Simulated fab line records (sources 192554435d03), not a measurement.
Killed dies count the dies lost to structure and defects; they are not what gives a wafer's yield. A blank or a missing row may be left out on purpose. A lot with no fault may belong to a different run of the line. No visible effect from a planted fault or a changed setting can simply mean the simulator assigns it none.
fab line records	flow n5Finfet
[record] lots = 24	wafers = 72	lastDay = 18
route steps=1938 shown BEOL_M1@789
lots with no fault: from the same line, run without faults
startH: start of the lot's first displayed wafer, in hours after the record's first day	waitH: time in hours since the lot's previous step	" identical to the entry in the row above	L1.1+2: a single row standing in for several wafers	- either no value or no given start	* or withheld: withheld	< > ~ a bound
route shown NAME@n: names a module that has steps shown in the file, with the first one's number in the route	usual: mean/standard deviation taken from wafers without a fault	same: alike in all rows	chamber/n: place in a boat	sites: each site's reading	_std_site: standard deviation across them	_edge_site: inner sites' mean taken away from outer sites' mean	radiusMm: how far each site lies from the wafer's centre	mask NAME#n: copy n	behind: tool/chamber where the wafer was last shaped	hold: what put the lot on hold/how long, in hours/how the hold closed	device: the n, p or np transistor that did not switch	end of line: the route-end tests of the same wafers	a step without rows: its recipe alone	killed: at the first sort, the dies lost to defects and structure; wafer yield is something else	map: per-die view of a wafer (x killed, . not killed, _ where there is no die)
set.NAME: the run value of the setting; set.NAME@STEP: its run value at that earlier step	model.NAME: the simulator's own value behind a step, which no gauge read
steps of the route over a sample of lots; a table a step, a row a wafer
services: a tool's chamber out of use, with start hour (startH, from the record's first day; less than 0 if before it), hours out, and reason
[[steps]]
[step N5_BEOL_M1_DESCUM_33]
[recipe] chemistry = O2	timeS = 7	sourcePowerW = 50	biasPowerW = 20	pressureMtorr = 20	rfFrequencyHz = 2.712e+07	tempC = 40	resist = CAR-EUV	o2FlowSccm = 225
[usual] drypumpMotorCurrentA = 5.4/0.45	o2FlowSccm = 225.1/0.69	oesProductAu = 0.81/0.086	rfVppV = 243.1/1.2	showerheadPlenumPTorr = 2.08/0.063	throttleValvePct = 20.5/0.33
lot.wafer	tool	chamber	startH	waitH	drypumpMotorCurrentA	o2FlowSccm	oesProductAu	rfHoursCounterH	rfVppV	showerheadPlenumPTorr	throttleValvePct
L074.1	rieDiel-04	1	126.81	0.0	5.4	224.8	0.73	164	243.0	2.09	20.8
L074.2	"	2	"	"	5.2	225.9	0.93	14	243.0	2.15	20.5
L074.3	"	3	"	"	4.8	225.6	0.67	255	244.0	2.06	20.4
L075.1	rieDiel-06	0	128.51	0.3	5.0	226.4	0.70	206	243.4	2.11	21.0
L075.3	"	3	"	"	4.8	224.1	0.90	23	242.5	2.02	19.9
L075.4	"	2	"	"	5.7	224.5	0.79	110	243.3	2.01	20.6
L076.1	rieDiel-06	3	133.91	0.0	4.8	225.6	0.89	24	240.6	2.02	19.9
L076.4	"	2	"	"	5.6	225.8	0.78	112	241.8	2.01	20.7
L076.6	"	2	"	"	5.6	225.5	0.78	-	243.1	2.01	20.6
L077.2	rieDiel-06	1	142.69	0.0	6.3	225.6	0.91	13	245.9	2.21	20.1
L077.4	"	0	"	"	5.0	225.2	0.70	211	242.3	2.11	21.0
L077.6	"	2	"	"	5.6	224.1	0.79	-	240.2	2.01	20.6
L078.1	rieDiel-05	2	147.06	0.2	5.8	224.8	0.86	53	244.3	2.12	20.3
L078.3	"	0	"	"	5.1	225.0	0.79	114	243.5	2.02	20.7
L078.4	"	1	"	"	5.8	225.7	0.83	84	242.6	2.12	20.5
L079.2	rieDiel-04	2	154.16	0.0	5.2	225.4	0.91	24	244.0	2.15	20.5
L079.3	"	1	"	"	5.4	224.2	0.73	176	242.6	2.09	20.8
L079.6	"	1	"	"	5.4	224.3	0.72	-	242.6	2.09	20.8
L080.1	rieDiel-05	1	154.37	0.0	5.8	225.7	0.82	86	243.4	2.12	20.5
L080.3	"	0	"	"	5.1	224.6	0.77	117	242.1	2.02	20.7
L080.6	"	2	"	"	5.8	224.3	0.86	-	244.6	2.12	20.3
L081.4	rieDiel-05	2	164.37	0.0	5.8	226.2	0.85	-	241.8	2.12	20.3
L081.5	"	1	"	"	5.8	224.5	0.82	-	242.4	2.12	20.5
L081.6	"	0	"	"	5.1	226.3	0.77	-	240.6	2.02	20.7
L082.1	rieDiel-05	0	173.35	0.0	5.2	224.7	0.78	121	242.6	2.02	20.7
L082.5	"	1	"	"	5.8	223.6	0.82	-	243.9	2.12	20.5
L082.6	"	0	"	"	5.1	225.0	0.79	-	242.3	2.02	20.7
L083.2	rieDiel-06	0	178.66	0.6	5.0	225.0	0.69	222	242.7	2.11	21.0
L083.4	"	3	"	"	4.8	224.9	0.88	34	242.6	2.01	19.9
L083.6	"	0	"	"	5.1	225.6	0.69	-	243.6	2.11	21.0
L084.1	rieDiel-05	3	180.21	0.0	5.6	224.4	0.66	218	243.0	2.14	20.4
L084.3	"	1	"	"	5.8	226.0	0.81	96	244.4	2.12	20.5
L084.4	"	0	"	"	5.1	224.6	0.78	124	242.8	2.02	20.7
L085.1	rieDiel-04	0	186.78	0.0	5.6	224.8	0.93	19	241.5	2.05	20.6
L085.3	"	3	"	"	4.8	225.3	1.02	4	242.5	2.06	20.0
L085.5	"	3	"	"	4.8	225.1	1.00	-	241.8	2.06	20.0
L086.1	rieDiel-06	1	200.66	0.1	6.3	224.8	0.88	31	244.8	2.21	20.1
L086.3	"	3	"	"	4.8	226.1	0.87	40	242.0	2.01	19.9
L086.5	"	2	"	"	5.6	225.8	0.77	-	241.7	2.00	20.7
L087.2	rieDiel-05	1	205.15	0.0	5.7	224.8	0.81	101	243.6	2.11	20.5
L087.5	"	0	"	"	5.2	224.8	0.76	-	243.2	2.02	20.7
L087.6	"	1	"	"	5.8	224.4	0.81	-	243.2	2.12	20.5
L088.1	rieDiel-05	0	205.55	0.0	5.1	226.2	0.77	130	241.7	2.02	20.7
L088.3	"	1	"	"	5.7	225.1	0.82	101	244.3	2.12	20.5
L088.5	"	3	"	"	5.6	224.8	0.67	-	242.9	2.13	20.4
L089.1	rieDiel-05	3	210.42	0.0	5.7	226.4	0.67	225	243.7	2.13	20.4
L089.2	"	1	"	"	5.8	225.4	0.81	102	244.4	2.11	20.5
L089.6	"	1	"	"	5.8	224.0	0.81	-	243.7	2.11	20.5
L090.1	rieDiel-06	3	217.63	0.0	4.8	225.2	0.86	46	241.7	2.01	19.9
L090.5	"	3	"	"	4.8	224.9	0.88	-	242.9	2.01	19.9
L090.6	"	0	"	"	5.1	224.6	0.69	-	243.2	2.10	21.1
L091.1	rieDiel-04	2	229.76	0.1	5.2	225.4	0.86	49	243.4	2.14	20.6
L091.5	"	3	"	"	4.8	224.9	0.95	-	242.8	2.05	20.1
L091.6	"	2	"	"	5.2	224.8	0.86	-	243.9	2.14	20.5
L092.1	rieDiel-04	0	233.49	0.0	5.6	225.6	0.90	32	241.1	2.05	20.6
L092.3	"	1	"	"	5.3	224.0	0.70	203	242.1	2.08	20.8
L092.4	"	3	"	"	4.8	224.4	0.96	17	242.6	2.05	20.0
L093.2	rieDiel-06	1	246.84	0.0	6.3	224.6	0.85	47	245.5	2.20	20.2
L093.4	"	2	"	"	5.6	225.2	0.76	144	242.7	2.00	20.7
L093.5	"	0	"	"	5.0	224.7	0.68	-	242.2	2.10	21.1
L094.2	rieDiel-06	3	247.09	0.0	4.8	225.6	0.85	55	243.3	2.01	19.9
L094.4	"	2	"	"	5.6	225.4	0.76	144	241.8	2.00	20.7
L094.6	"	3	"	"	4.8	225.8	0.86	-	243.5	2.01	19.9
L095.3	rieDiel-06	1	253.77	0.0	6.3	225.1	0.85	50	245.7	2.20	20.2
L095.4	"	0	"	"	5.0	225.2	0.68	247	243.8	2.10	21.1
L095.6	"	1	"	"	6.3	225.0	0.85	-	244.0	2.20	20.2
L096.1	rieDiel-06	1	254.30	0.0	6.3	223.3	0.86	50	245.7	2.20	20.1
L096.5	"	2	"	"	5.6	224.3	0.77	-	240.4	2.00	20.7
L096.6	"	3	"	"	4.8	225.9	0.85	-	241.6	2.00	19.9
L097.4	rieDiel-04	3	262.48	0.0	4.8	224.1	0.92	26	242.7	2.05	20.1
L097.5	"	3	"	"	4.8	225.7	0.93	-	242.3	2.05	20.1
L097.6	"	0	"	"	5.6	225.6	0.88	-	242.9	2.04	20.6
[step N5_BEOL_M1_TRENCH_ETCH_37]
[recipe] chemistry = C4F6/O2	targetDepthA = 552.07	target = SiOC	timeS = 29	ionEnergyEv = 250	pressureMtorr = 30	sourceW = 355	biasW = 185	Ar_flow_sccm = 300	C4F6_flow_sccm = 10	O2_flow_sccm = 10
[usual] drypumpMotorCurrentA = 5.5/0.41	oesProductAu = 0.80/0.086	rfVppV = 668/18	showerheadPlenumPTorr = 2.84/0.084	throttleValvePct = 20.92/0.25
lot.wafer	tool	chamber	startH	waitH	drypumpMotorCurrentA	oesProductAu	rfHoursCounterH	rfVppV	showerheadPlenumPTorr	throttleValvePct
L074.1	rieDiel-06	1	-	-	6.3	0.92	9	680	3.01	20.57
L074.2	"	0	"	"	5.0	0.69	207	668	2.81	21.17
L074.3	"	2	"	"	5.6	0.77	111	681	2.77	21.20
L075.1	rieDiel-06	0	-	-	5.0	0.70	208	667	2.81	21.17
L075.3	"	1	"	"	6.3	0.92	9	681	3.01	20.58
L075.4	"	2	"	"	5.6	0.78	-	682	2.77	21.20
L076.1	rieDiel-05	3	-	-	5.6	0.69	210	694	2.97	21.14
L076.4	"	0	"	"	5.1	0.78	111	679	2.74	21.01
L076.6	"	1	"	"	5.7	0.83	-	637	2.85	20.70
L077.2	rieDiel-05	3	-	-	5.7	0.69	212	692	2.97	21.17
L077.4	"	2	"	"	5.8	0.86	51	644	2.87	20.63
L077.6	"	3	"	"	5.6	0.70	-	692	2.97	21.15
L078.1	rieDiel-06	3	-	-	4.8	0.87	28	645	2.78	20.48
L078.3	"	2	"	"	5.6	0.78	117	681	2.77	21.21
L078.4	"	1	"	"	6.3	0.89	14	680	3.00	20.59
L079.2	rieDiel-04	1	-	-	5.3	0.73	178	667	2.83	21.18
L079.3	"	0	"	"	5.6	0.95	8	663	2.77	20.84
L079.6	"	2	"	"	5.2	0.89	-	692	2.91	20.91
L080.1	rieDiel-04	2	-	-	5.2	0.89	28	692	2.91	20.89
L080.3	"	1	"	"	5.4	0.72	180	668	2.83	21.19
L080.6	"	1	"	"	5.3	0.72	-	668	2.83	21.19
L081.4	rieDiel-06	2	-	-	5.6	0.78	121	681	2.76	21.21
L081.5	"	0	"	"	5.0	0.70	-	668	2.81	21.18
L081.6	"	3	"	"	4.8	0.86	-	643	2.78	20.48
L082.1	rieDiel-04	2	-	-	5.2	0.87	32	692	2.91	20.91
L082.5	"	1	"	"	5.4	0.72	-	666	2.83	21.18
L082.6	"	0	"	"	5.6	0.92	-	665	2.76	20.84
L083.2	rieDiel-04	0	-	-	5.6	0.91	18	664	2.76	20.85
L083.4	"	3	"	"	4.8	1.00	3	655	2.83	20.64
L083.6	"	1	"	"	5.3	0.73	-	668	2.83	21.21
L084.1	rieDiel-06	0	-	-	5.0	0.69	223	667	2.81	21.19
L084.3	"	1	"	"	6.3	0.88	26	679	3.00	20.59
L084.4	"	2	"	"	5.6	0.76	125	680	2.76	21.22
L085.1	rieDiel-05	3	-	-	5.7	0.67	220	693	2.97	21.17
L085.3	"	2	"	"	5.8	0.83	65	644	2.86	20.65
L085.5	"	0	"	"	5.1	0.77	-	679	2.74	21.03
L086.1	rieDiel-05	1	-	-	5.8	0.81	100	637	2.84	20.73
L086.3	"	0	"	"	5.2	0.76	129	678	2.74	21.03
L086.5	"	2	"	"	5.8	0.82	-	643	2.86	20.68
L087.2	rieDiel-05	0	-	-	5.1	0.76	130	677	2.74	21.05
L087.5	"	3	"	"	5.6	0.68	-	692	2.97	21.17
L087.6	"	0	"	"	5.1	0.76	-	677	2.74	21.02
L088.1	rieDiel-05	2	-	-	5.8	0.82	69	644	2.86	20.66
L088.3	"	0	"	"	5.1	0.77	130	678	2.74	21.04
L088.5	"	2	"	"	5.8	0.82	-	644	2.86	20.67
L089.1	rieDiel-05	3	-	-	5.7	0.67	227	692	2.97	21.18
L089.2	"	0	"	"	5.2	0.75	133	678	2.73	21.04
L089.6	"	3	"	"	5.6	0.67	-	691	2.97	21.19
L090.1	rieDiel-06	0	-	-	5.0	0.68	236	667	2.80	21.22
L090.5	"	2	"	"	5.6	0.75	-	679	2.76	21.24
L090.6	"	3	"	"	4.8	0.84	-	641	2.77	20.48
L091.1	rieDiel-04	1	-	-	5.4	0.71	202	667	2.82	21.23
L091.5	"	3	"	"	4.8	0.96	-	653	2.82	20.65
L091.6	"	0	"	"	5.6	0.90	-	662	2.76	20.87
L092.1	rieDiel-06	1	-	-	6.3	0.85	43	680	2.99	20.63
L092.3	"	2	"	"	5.6	0.75	141	681	2.75	21.24
L092.4	"	3	"	"	4.8	0.85	51	640	2.77	20.51
L093.2	rieDiel-04	1	-	-	5.4	0.70	207	668	2.82	21.25
L093.4	"	3	"	"	4.8	0.93	21	653	2.82	20.64
L093.5	"	0	"	"	5.7	0.88	-	662	2.76	20.86
L094.2	rieDiel-06	1	-	-	6.3	0.83	48	680	2.99	20.64
L094.4	"	0	"	"	5.0	0.67	245	667	2.80	21.21
L094.6	"	1	"	"	6.3	0.84	-	682	2.99	20.63
L095.3	rieDiel-05	2	-	-	5.8	0.82	83	645	2.85	20.69
L095.4	"	0	"	"	5.1	0.75	144	676	2.73	21.05
L095.6	"	0	"	"	5.1	0.75	-	678	2.73	21.05
L096.1	rieDiel-05	1	-	-	5.8	0.80	115	637	2.83	20.75
L096.5	"	0	"	"	5.1	0.75	-	678	2.73	21.05
L096.6	"	3	"	"	5.6	0.66	-	691	2.96	21.21
L097.4	rieDiel-04	2	-	-	5.2	0.84	60	691	2.90	20.95
L097.5	"	0	"	"	5.6	0.86	-	664	2.75	20.88
L097.6	"	3	"	"	4.8	0.93	-	652	2.82	20.66
[step N5_BEOL_M1_ETCH_41]
[recipe] chemistry = CH3F/O2	target = SiCN	targetDepthA = 319	taperDeg = 2	timeS = 57.8	ionEnergyEv = 120	maskMaterial = TiN	pressureMtorr = 30	sourceW = 395	biasW = 75	Ar_flow_sccm = 150	CH3F_flow_sccm = 30	O2_flow_sccm = 20
[usual] drypumpMotorCurrentA = 5.5/0.41	oesProductAu = 0.80/0.086	rfVppV = 297.4/1.5	showerheadPlenumPTorr = 2.00/0.06	throttleValvePct = 16.38/0.25
lot.wafer	tool	chamber	startH	waitH	drypumpMotorCurrentA	oesProductAu	rfHoursCounterH	rfVppV	showerheadPlenumPTorr	throttleValvePct
L074.1	rieDiel-06	1	-	-	6.3	0.92	9	300.0	2.12	16.04
L074.2	"	0	"	"	5.0	0.70	207	295.4	1.98	16.67
L074.3	"	2	"	"	5.6	0.78	111	296.7	1.94	16.59
L075.1	rieDiel-06	0	-	-	5.0	0.70	208	297.4	1.98	16.68
L075.3	"	1	"	"	6.3	0.92	9	299.4	2.12	16.05
L075.4	"	2	"	"	5.6	0.77	-	295.1	1.94	16.61
L076.1	rieDiel-05	3	-	-	5.6	0.69	210	298.8	2.09	16.57
L076.4	"	0	"	"	5.1	0.78	111	296.2	1.92	16.43
L076.6	"	1	"	"	5.8	0.84	-	297.7	2.01	16.22
L077.2	rieDiel-05	3	-	-	5.7	0.69	212	298.4	2.09	16.57
L077.4	"	2	"	"	5.8	0.85	51	298.8	2.02	16.16
L077.6	"	3	"	"	5.7	0.69	-	300.0	2.09	16.56
L078.1	rieDiel-06	3	-	-	4.8	0.88	28	296.1	1.95	15.94
L078.3	"	2	"	"	5.6	0.77	117	296.7	1.94	16.59
L078.4	"	1	"	"	6.3	0.89	14	299.3	2.12	16.05
L079.2	rieDiel-04	1	-	-	5.4	0.73	178	296.3	1.99	16.66
L079.3	"	0	"	"	5.6	0.95	8	296.0	1.95	16.31
L079.6	"	2	"	"	5.2	0.89	-	297.9	2.05	16.29
L080.1	rieDiel-04	2	-	-	5.2	0.88	28	299.3	2.05	16.30
L080.3	"	1	"	"	5.4	0.72	180	298.1	1.99	16.65
L080.6	"	1	"	"	5.4	0.72	-	297.4	1.99	16.67
L081.4	rieDiel-06	2	-	-	5.6	0.78	121	295.8	1.94	16.61
L081.5	"	0	"	"	5.0	0.70	-	296.8	1.98	16.69
L081.6	"	3	"	"	4.8	0.87	-	297.9	1.95	15.93
L082.1	rieDiel-04	2	-	-	5.2	0.88	32	297.4	2.05	16.27
L082.5	"	1	"	"	5.4	0.72	-	298.8	1.99	16.67
L082.6	"	0	"	"	5.6	0.93	-	295.4	1.95	16.32
L083.2	rieDiel-04	0	-	-	5.6	0.91	18	295.6	1.94	16.33
L083.4	"	3	"	"	4.8	1.00	3	296.9	1.98	15.96
L083.6	"	1	"	"	5.4	0.71	-	295.8	1.99	16.69
L084.1	rieDiel-06	0	-	-	5.0	0.69	223	296.6	1.98	16.71
L084.3	"	1	"	"	6.3	0.89	26	301.5	2.11	16.07
L084.4	"	2	"	"	5.6	0.77	125	294.6	1.94	16.63
L085.1	rieDiel-05	3	-	-	5.6	0.67	220	299.4	2.08	16.57
L085.3	"	2	"	"	5.8	0.83	65	298.0	2.02	16.17
L085.5	"	0	"	"	5.2	0.78	-	296.0	1.92	16.48
L086.1	rieDiel-05	1	-	-	5.8	0.81	100	298.7	2.00	16.24
L086.3	"	0	"	"	5.2	0.76	129	295.8	1.92	16.48
L086.5	"	2	"	"	5.8	0.83	-	298.5	2.02	16.16
L087.2	rieDiel-05	0	-	-	5.1	0.77	130	295.6	1.92	16.48
L087.5	"	3	"	"	5.6	0.67	-	297.4	2.08	16.58
L087.6	"	0	"	"	5.1	0.76	-	297.0	1.92	16.47
L088.1	rieDiel-05	2	-	-	5.8	0.82	69	298.3	2.01	16.18
L088.3	"	0	"	"	5.2	0.76	130	296.5	1.92	16.47
L088.5	"	2	"	"	5.8	0.83	-	299.4	2.02	16.18
L089.1	rieDiel-05	3	-	-	5.7	0.68	227	298.1	2.08	16.57
L089.2	"	0	"	"	5.1	0.76	133	295.8	1.92	16.49
L089.6	"	3	"	"	5.7	0.67	-	299.9	2.08	16.58
L090.1	rieDiel-06	0	-	-	5.0	0.68	236	295.8	1.97	16.74
L090.5	"	2	"	"	5.6	0.76	-	296.5	1.93	16.64
L090.6	"	3	"	"	4.8	0.85	-	296.5	1.95	15.96
L091.1	rieDiel-04	1	-	-	5.4	0.70	202	297.4	1.98	16.70
L091.5	"	3	"	"	4.8	0.94	-	297.5	1.98	15.98
L091.6	"	0	"	"	5.6	0.89	-	295.2	1.94	16.35
L092.1	rieDiel-06	1	-	-	6.3	0.86	43	302.7	2.11	16.10
L092.3	"	2	"	"	5.6	0.76	141	294.6	1.93	16.65
L092.4	"	3	"	"	4.8	0.84	51	297.4	1.94	15.97
L093.2	rieDiel-04	1	-	-	5.4	0.70	207	297.9	1.98	16.71
L093.4	"	3	"	"	4.8	0.93	21	296.3	1.98	16.00
L093.5	"	0	"	"	5.6	0.89	-	296.4	1.94	16.35
L094.2	rieDiel-06	1	-	-	6.2	0.84	48	299.2	2.11	16.11
L094.4	"	0	"	"	5.0	0.68	245	295.9	1.97	16.76
L094.6	"	1	"	"	6.2	0.84	-	300.0	2.11	16.12
L095.3	rieDiel-05	2	-	-	5.8	0.80	83	298.5	2.01	16.20
L095.4	"	0	"	"	5.1	0.75	144	295.8	1.91	16.51
L095.6	"	0	"	"	5.1	0.75	-	296.1	1.91	16.51
L096.1	rieDiel-05	1	-	-	5.8	0.80	115	297.9	2.00	16.28
L096.5	"	0	"	"	5.1	0.75	-	296.1	1.91	16.51
L096.6	"	3	"	"	5.7	0.67	-	299.0	2.08	16.62
L097.4	rieDiel-04	2	-	-	5.2	0.84	60	298.9	2.04	16.33
L097.5	"	0	"	"	5.6	0.87	-	295.9	1.94	16.36
L097.6	"	3	"	"	4.8	0.93	-	296.0	1.98	15.99
[step N5_BEOL_M1_ANNEAL_87]
[recipe] tempC = 400	timeS = 240	ambient = vacuum
[usual] heaterPowerW = 820/80
lot.wafer	tool	chamber	startH	waitH	heaterPowerW
L074.1	pvdSputter-01	-	133.92	0.0	939
L074.2	"	-	"	"	707
L074.3	"	-	"	"	811
L075.1	pvdSputter-03	-	135.48	0.0	803
L075.3	"	-	"	"	926
L075.4	"	-	"	"	933
L076.1	pvdSputter-01	-	137.14	0.0	710
L076.4	"	-	"	"	954
L076.6	"	-	"	"	951
L077.2	pvdSputter-02	-	147.62	0.0	845
L077.4	"	-	"	"	728
L077.6	"	-	"	"	882
L078.1	pvdSputter-02	-	151.02	0.0	871
L078.3	"	-	"	"	725
L078.4	"	-	"	"	735
L079.2	pvdSputter-02	-	159.50	0.0	712
L079.3	"	-	"	"	758
L079.6	"	-	"	"	733
L080.1	pvdSputter-03	-	166.54	0.0	823
L080.3	"	-	"	"	805
L080.6	"	-	"	"	814
L081.4	pvdSputter-02	-	169.66	0.0	744
L081.5	"	-	"	"	731
L081.6	"	-	"	"	736
L082.1	pvdSputter-03	-	178.30	0.0	892
L082.5	"	-	"	"	823
L082.6	"	-	"	"	903
L083.2	pvdSputter-01	-	186.07	0.0	877
L083.4	"	-	"	"	943
L083.6	"	-	"	"	935
L084.1	pvdSputter-03	-	186.10	0.0	936
L084.3	"	-	"	"	822
L084.4	"	-	"	"	895
L085.1	pvdSputter-01	-	190.98	0.0	936
L085.3	"	-	"	"	877
L085.5	"	-	"	"	691
L086.1	pvdSputter-02	-	205.04	0.0	722
L086.3	"	-	"	"	734
L086.5	"	-	"	"	731
L087.2	pvdSputter-02	-	208.74	0.0	745
L087.5	"	-	"	"	745
L087.6	"	-	"	"	733
L088.1	pvdSputter-01	-	209.77	0.0	798
L088.3	"	-	"	"	714
L088.5	"	-	"	"	716
L089.1	pvdSputter-01	-	218.77	0.0	707
L089.2	"	-	"	"	799
L089.6	"	-	"	"	791
L090.1	pvdSputter-03	-	223.70	0.0	907
L090.5	"	-	"	"	913
L090.6	"	-	"	"	824
L091.1	pvdSputter-01	-	232.99	0.0	864
L091.5	"	-	"	"	840
L091.6	"	-	"	"	725
L092.1	pvdSputter-03	-	238.15	0.0	809
L092.3	"	-	"	"	896
L092.4	"	-	"	"	931
L093.2	pvdSputter-01	-	250.55	0.0	898
L093.4	"	-	"	"	805
L093.5	"	-	"	"	712
L094.2	pvdSputter-03	-	250.59	0.0	783
L094.4	"	-	"	"	812
L094.6	"	-	"	"	890
L095.3	pvdSputter-01	-	258.98	0.0	855
L095.4	"	-	"	"	720
L095.6	"	-	"	"	947
L096.1	pvdSputter-01	-	260.82	0.0	874
L096.5	"	-	"	"	818
L096.6	"	-	"	"	930
L097.4	pvdSputter-01	-	268.46	0.0	702
L097.5	"	-	"	"	866
L097.6	"	-	"	"	702
[step N5_BEOL_M1_ANNEAL_91]
[recipe] tempC = 400	timeS = 240	ambient = vacuum
[usual] heaterPowerW = 820/80
lot.wafer	tool	chamber	startH	waitH	heaterPowerW
L074.1	pvdSputter-01	-	134.36	0.0	913
L074.2	"	-	"	"	732
L074.3	"	-	"	"	812
L075.1	pvdSputter-03	-	135.92	0.0	810
L075.3	"	-	"	"	881
L075.4	"	-	"	"	958
L076.1	pvdSputter-01	-	137.58	0.0	711
L076.4	"	-	"	"	956
L076.6	"	-	"	"	923
L077.2	pvdSputter-02	-	148.06	0.0	883
L077.4	"	-	"	"	730
L077.6	"	-	"	"	874
L078.1	pvdSputter-02	-	151.46	0.0	845
L078.3	"	-	"	"	735
L078.4	"	-	"	"	750
L079.2	pvdSputter-02	-	159.94	0.0	747
L079.3	"	-	"	"	755
L079.6	"	-	"	"	717
L080.1	pvdSputter-03	-	166.98	0.0	809
L080.3	"	-	"	"	792
L080.6	"	-	"	"	808
L081.4	pvdSputter-02	-	170.10	0.0	741
L081.5	"	-	"	"	725
L081.6	"	-	"	"	764
L082.1	pvdSputter-03	-	178.74	0.0	892
L082.5	"	-	"	"	806
L082.6	"	-	"	"	910
L083.2	pvdSputter-01	-	186.51	0.0	882
L083.4	"	-	"	"	943
L083.6	"	-	"	"	920
L084.1	pvdSputter-03	-	186.54	0.0	929
L084.3	"	-	"	"	817
L084.4	"	-	"	"	913
L085.1	pvdSputter-01	-	191.42	0.0	958
L085.3	"	-	"	"	877
L085.5	"	-	"	"	717
L086.1	pvdSputter-02	-	205.48	0.0	701
L086.3	"	-	"	"	724
L086.5	"	-	"	"	718
L087.2	pvdSputter-02	-	209.18	0.0	756
L087.5	"	-	"	"	738
L087.6	"	-	"	"	721
L088.1	pvdSputter-01	-	210.21	0.0	808
L088.3	"	-	"	"	714
L088.5	"	-	"	"	720
L089.1	pvdSputter-01	-	219.21	0.0	707
L089.2	"	-	"	"	807
L089.6	"	-	"	"	809
L090.1	pvdSputter-03	-	224.14	0.0	908
L090.5	"	-	"	"	902
L090.6	"	-	"	"	799
L091.1	pvdSputter-01	-	233.43	0.0	874
L091.5	"	-	"	"	827
L091.6	"	-	"	"	700
L092.1	pvdSputter-03	-	238.59	0.0	817
L092.3	"	-	"	"	912
L092.4	"	-	"	"	919
L093.2	pvdSputter-01	-	250.99	0.0	863
L093.4	"	-	"	"	812
L093.5	"	-	"	"	702
L094.2	pvdSputter-03	-	251.03	0.0	817
L094.4	"	-	"	"	832
L094.6	"	-	"	"	912
L095.3	pvdSputter-01	-	259.42	0.0	871
L095.4	"	-	"	"	702
L095.6	"	-	"	"	920
L096.1	pvdSputter-01	-	261.26	0.0	873
L096.5	"	-	"	"	786
L096.6	"	-	"	"	923
L097.4	pvdSputter-01	-	268.90	0.0	715
L097.5	"	-	"	"	892
L097.6	"	-	"	"	730
[step N5_BEOL_M1_SPUTTER_92]
[recipe] material = Cu	targetThkA = 45	tempC = -20	chamberPressurePa = 0.07	powerW = withheld	timeS = 8.29
[usual] chuckGasFlowSccm = 1.26/0.049	throttleValvePct = 30.0/0.95
lot.wafer	tool	chamber	startH	waitH	chuckGasFlowSccm	throttleValvePct
L074.1	pvdSputter-01	-	134.50	0.1	1.31	28.6
L074.2	"	-	"	"	1.27	30.0
L074.3	"	-	"	"	1.29	29.4
L075.1	pvdSputter-03	-	136.06	0.1	1.20	29.5
L075.3	"	-	"	"	1.20	30.1
L075.4	"	-	"	"	1.31	30.6
L076.1	pvdSputter-01	-	137.72	0.1	1.22	30.7
L076.4	"	-	"	"	1.24	28.6
L076.6	"	-	"	"	1.32	28.5
L077.2	pvdSputter-02	-	148.20	0.1	1.27	29.7
L077.4	"	-	"	"	1.20	30.1
L077.6	"	-	"	"	1.31	30.0
L078.1	pvdSputter-02	-	151.60	0.1	1.25	29.8
L078.3	"	-	"	"	1.27	29.9
L078.4	"	-	"	"	1.38	32.3
L079.2	pvdSputter-02	-	160.08	0.1	1.25	29.8
L079.3	"	-	"	"	1.37	32.1
L079.6	"	-	"	"	1.32	29.9
L080.1	pvdSputter-03	-	167.12	0.1	1.29	31.5
L080.3	"	-	"	"	1.26	29.6
L080.6	"	-	"	"	1.23	31.7
L081.4	pvdSputter-02	-	170.24	0.1	1.30	32.1
L081.5	"	-	"	"	1.20	29.4
L081.6	"	-	"	"	1.31	32.2
L082.1	pvdSputter-03	-	178.88	0.1	1.28	30.3
L082.5	"	-	"	"	1.30	31.9
L082.6	"	-	"	"	1.16	30.5
L083.2	pvdSputter-01	-	186.65	0.1	1.26	30.0
L083.4	"	-	"	"	1.24	28.5
L083.6	"	-	"	"	1.36	28.6
L084.1	pvdSputter-03	-	186.68	0.1	1.25	30.4
L084.3	"	-	"	"	1.24	31.7
L084.4	"	-	"	"	1.21	30.2
L085.1	pvdSputter-01	-	191.56	0.1	1.26	28.7
L085.3	"	-	"	"	1.25	29.7
L085.5	"	-	"	"	1.33	30.1
L086.1	pvdSputter-02	-	205.62	0.1	1.26	29.7
L086.3	"	-	"	"	1.26	29.7
L086.5	"	-	"	"	1.25	30.1
L087.2	pvdSputter-02	-	209.32	0.1	1.28	32.1
L087.5	"	-	"	"	1.20	32.2
L087.6	"	-	"	"	1.28	30.1
L088.1	pvdSputter-01	-	210.35	0.1	1.23	29.2
L088.3	"	-	"	"	1.32	30.5
L088.5	"	-	"	"	1.23	30.4
L089.1	pvdSputter-01	-	219.35	0.1	1.25	29.9
L089.2	"	-	"	"	1.27	29.2
L089.6	"	-	"	"	1.31	29.3
L090.1	pvdSputter-03	-	224.28	0.1	1.27	30.2
L090.5	"	-	"	"	1.26	30.5
L090.6	"	-	"	"	1.29	31.4
L091.1	pvdSputter-01	-	233.57	0.1	1.23	29.7
L091.5	"	-	"	"	1.18	29.4
L091.6	"	-	"	"	1.24	30.5
L092.1	pvdSputter-03	-	238.73	0.1	1.26	31.5
L092.3	"	-	"	"	1.27	30.2
L092.4	"	-	"	"	1.26	30.3
L093.2	pvdSputter-01	-	251.13	0.1	1.24	30.3
L093.4	"	-	"	"	1.25	29.5
L093.5	"	-	"	"	1.27	30.2
L094.2	pvdSputter-03	-	251.17	0.1	1.17	29.7
L094.4	"	-	"	"	1.18	31.6
L094.6	"	-	"	"	1.31	30.4
L095.3	pvdSputter-01	-	259.56	0.1	1.28	30.1
L095.4	"	-	"	"	1.23	30.3
L095.6	"	-	"	"	1.39	28.6
L096.1	pvdSputter-01	-	261.40	0.1	1.31	29.7
L096.5	"	-	"	"	1.20	29.0
L096.6	"	-	"	"	1.30	28.5
L097.4	pvdSputter-01	-	269.04	0.1	1.29	30.1
L097.5	"	-	"	"	1.28	29.7
L097.6	"	-	"	"	1.26	30.1
[[services]]
tool	chamber	startH	hours	kind
rieDiel-04	0	121.04	-	clean
rieDiel-04	0	121.04	-	consumableReplace:focusRing
rieDiel-04	0	121.04	17.3	scheduledDown
rieDiel-04	0	121.04	17.3	ventCycle
rieDiel-06	3	129.28	3.8	repair
rieDiel-04	2	140.35	6.3	repair
rieDiel-04	3	142.94	15.3	repair
rieDiel-06	3	153.13	9.8	repair
rieDiel-06	2	156.30	7.3	repair
rieDiel-04	3	158.35	-	clean
rieDiel-04	3	158.35	-	consumableReplace:focusRing
rieDiel-04	3	158.35	17.2	scheduledDown
rieDiel-04	3	158.35	17.2	ventCycle
rieDiel-05	3	159.35	16.8	repair
rieDiel-05	0	165.72	3.0	repair
rieDiel-05	-	199.23	2.8	pm
rieDiel-06	0	261.52	-	clean
rieDiel-06	0	261.52	-	consumableReplace:focusRing
rieDiel-06	0	261.52	27.6	scheduledDown
rieDiel-06	0	261.52	27.6	ventCycle
rieDiel-05	2	268.41	8.9	repair
[[key]]
fault none
